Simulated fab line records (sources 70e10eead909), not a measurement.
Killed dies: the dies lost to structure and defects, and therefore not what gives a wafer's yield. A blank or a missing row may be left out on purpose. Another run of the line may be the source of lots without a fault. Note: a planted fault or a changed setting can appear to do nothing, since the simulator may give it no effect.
A struck lot beside a sound one + flow nand_harc + 41 steps out of a route of 1302
Sound: wafers L586.1, L586.2, L586.5. The struck wafers were L596.1, L596.4, L596.6. At the end, the cause is stated.
Order at every step that has rows: each side's tool, ch and its chambers, its first start. Under that, the readings that differ: sound wafers + struck wafers + difference of the means + sigmas: that difference in standard deviations of wafers without a fault.
alike: readings whose means differ by less than 2 such deviations, and words and numbers that are the same on both sides. not compared: withheld readings, readings that some wafer has no value for, bounds like >300 that may hide the same value, and numbers for which the record gives no deviation and whose values overlap.
A row with sigmas, a row that says differs or no value, or rows on one side alone: a step with any of these is where the two part. When numbers do not overlap yet have no deviation, they are printed without sigmas and do not part them. Lack of a reading on every wafer of one side parts them only where that side has two or more wafers.

NHARC_A_DECK1_JOINT_ETCHBACK_07: etches the open film in HBr, target depth 105 nm, time 26.9 s.
  sound on rie_si-01 ch 1,3, day 12 11:13; struck on rie_si-03 ch 0,1,2, day 16 21:10
| reading                     | sound       | struck      | difference | sigmas |
|-----------------------------|-------------|-------------|------------|--------|
| drypump_motor_current_A (A) | 6.5 6.4 6.4 | 5.7 5.0 5.8 | -0.9       | -2     |
  alike: bias_w, hbr_flow_sccm, oes_product_au, throttle_valve_pct
  not compared: rf_hours_counter_h
then, 8 steps without rows for these wafers: NHARC_A_DECK1_JOINT_ETCH_25 (etches SiO2 in dHF, target depth 0.5 nm); NHARC_A_DECK1_JOINT_ETCH_19 (etches poly-Si in TMAH, target depth 3 nm); NHARC_A_DECK1_JOINT_ETCH_18 (etches SiO2 in dHF, target depth 3 nm); NHARC_A_DECK1_JOINT_WET_08 (chemistry H3PO4, time 86 s); NHARC_A_DECK1_JOINT_ETCH_09 (etches SiO2 in dHF, target depth 5 nm); NHARC_A_DECK1_JOINT_WET_10 (chemistry H3PO4, time 86 s); NHARC_A_DECK1_JOINT_ETCH_11 (etches SiO2 in dHF, target depth 35 nm); NHARC_A_DECK1_JOINT_CVD_12 (deposits poly-Si, target thk 90 nm, time 1800 s).
NHARC_A_DECK1_JOINT_CMP_13: polishes, target thk 51.023 nm.
  sound on cmp-02 ch 0,2,3, day 12 21:32; struck on cmp-03 ch 1,2, day 17 07:31
  alike: motor_current_A, time_to_endpoint_s
NHARC_A_DECK1_JOINT_THK_MEAS_14: measures by ellipsometry.
  sound on film_metro-01 at day 12 21:46; struck on film_metro-01 at day 17 07:45
  alike: thk_nm
after that, 1 step had no rows for these wafers: NHARC_A_DECK1_JOINT_SRD_04.
NHARC_A_DECK1_JOINT_ETCHBACK_00: etches the open film in HBr, target depth 30 nm, time 17.4 s.
  sound on rie_si-03 ch 0,1,2, day 12 21:55; struck on rie_si-06 ch 1,2,3, day 17 07:54
  alike: bias_w, drypump_motor_current_A, hbr_flow_sccm, oes_product_au, throttle_valve_pct
  not compared: rf_hours_counter_h
then, 8 steps without rows for these wafers: NHARC_A_DECK1_JOINT_PRECLEAN_30 (cleans in SC1); NHARC_A_DECK1_JOINT_SRD_31; NHARC_A_DECK1_JOINT_CVD_34 (deposits SiNx, target thk 20 nm); NHARC_A_DECK1_JOINT_DEP_06 (deposits SiOx, target thk 80 nm); NHARC_A_DECK1_JOINT_CURE_26 (time 32 s); NHARC_A_DECK1_JOINT_ANNEAL_27 (time 3600 s); NHARC_A_DECK1_JOINT_ANNEAL_28 (time 1800 s); NHARC_A_DECK1_JOINT_ANNEAL_29 (time 1800 s).
NHARC_A_DECK1_JOINT_CMP_02: polishes SiOx.
  sound on cmp-02 ch 0,1, day 13 22:48; struck on cmp-04 ch 0,2,3, day 18 05:07
  alike: motor_current_A
after that, 1 step had no rows for these wafers: NHARC_A_DECK1_JOINT_SRD_15.
NHARC_A_DECK1_JOINT_DEP_16: deposits SiO2, target thk 45 nm.
  sound on pecvd-02 ch 0,1, day 13 23:11; struck on pecvd-01 ch 0,2, day 18 05:32
  alike: heater_power_outer_w, heater_power_w, susceptor_temp_C, throttle_valve_pct
NHARC_A_DECK1_JOINT_THK_MEAS_17: measures by ellipsometry.
  sound on film_metro-02 at day 13 23:28; struck on film_metro-01 at day 18 05:49
  alike: thk_nm
then NHARC_A_ONON_D2_DEP_00 (target thk 1000 nm), 1 step lacking rows for these wafers.
NHARC_A_ONON_D2_THK_MEAS_02: measures by ellipsometry.
  sound on film_metro-01 at day 14 00:04; struck on film_metro-01 at day 18 06:25
| reading     | sound          | struck      | difference | sigmas |
|-------------|----------------|-------------|------------|--------|
| thk_nm (nm) | 1006 1006 1007 | 986 988 988 | -19        | -2     |
then NHARC_A_ONON_D2_DEP_03 (target thk 1000 nm), 1 step lacking rows for these wafers.
NHARC_A_ONON_D2_THK_MEAS_05: measures by ellipsometry.
  sound on film_metro-01 at day 14 00:38; struck on film_metro-01 at day 18 06:59
  alike: thk_nm
then NHARC_A_ONON_D2_DEP_06 (target thk 1000 nm), 1 step lacking rows for these wafers.
NHARC_A_ONON_D2_THK_MEAS_08: measures by ellipsometry.
  sound on film_metro-02 at day 14 01:12; struck on film_metro-01 at day 18 07:33
  alike: thk_nm
then NHARC_A_ONON_D2_DEP_09 (target thk 1000 nm), 1 step lacking rows for these wafers.
NHARC_A_ONON_D2_THK_MEAS_11: measures by ellipsometry.
  sound on film_metro-02 at day 14 01:46; struck on film_metro-01 at day 18 08:07
  alike: thk_nm
then NHARC_A_ONON_D2_DEP_12 (target thk 1000 nm), 1 step lacking rows for these wafers.
NHARC_A_ONON_D2_THK_MEAS_14: measures by ellipsometry.
  sound on film_metro-01 at day 14 02:19; struck on film_metro-01 at day 18 08:41
  alike: thk_nm
then, 2 steps without rows for these wafers: NHARC_A_ONON_D2_ANNEAL_15 (time 3600 s); NHARC_A_ONON_D2_DEP_16 (target thk 1000 nm).
NHARC_A_ONON_D2_THK_MEAS_18: measures by ellipsometry.
  sound on film_metro-02 at day 14 10:05; struck on film_metro-01 at day 18 16:01
  alike: thk_nm
then NHARC_A_ONON_D2_DEP_19 (target thk 1000 nm), 1 step lacking rows for these wafers.
NHARC_A_ONON_D2_THK_MEAS_21: measures by ellipsometry.
  sound on film_metro-01 at day 14 10:39; struck on film_metro-02 at day 18 16:35
  alike: thk_nm
-- record jumps: 12 days between struck wafers' starts before vs after; left off in module A_ONON_D2, resumes in module END, first step shown is number 1302 of the route --
NHARC_END_SORT_01:
  here the record holds rows for the struck wafers (prober-02 ch 0, day 30 11:09) but none for the sound ones

== WHERE THEY PART ==
Earliest at NHARC_A_DECK1_JOINT_ETCHBACK_07; latest, in this record, at NHARC_END_SORT_01.

WHY: what had been put in by the simulator
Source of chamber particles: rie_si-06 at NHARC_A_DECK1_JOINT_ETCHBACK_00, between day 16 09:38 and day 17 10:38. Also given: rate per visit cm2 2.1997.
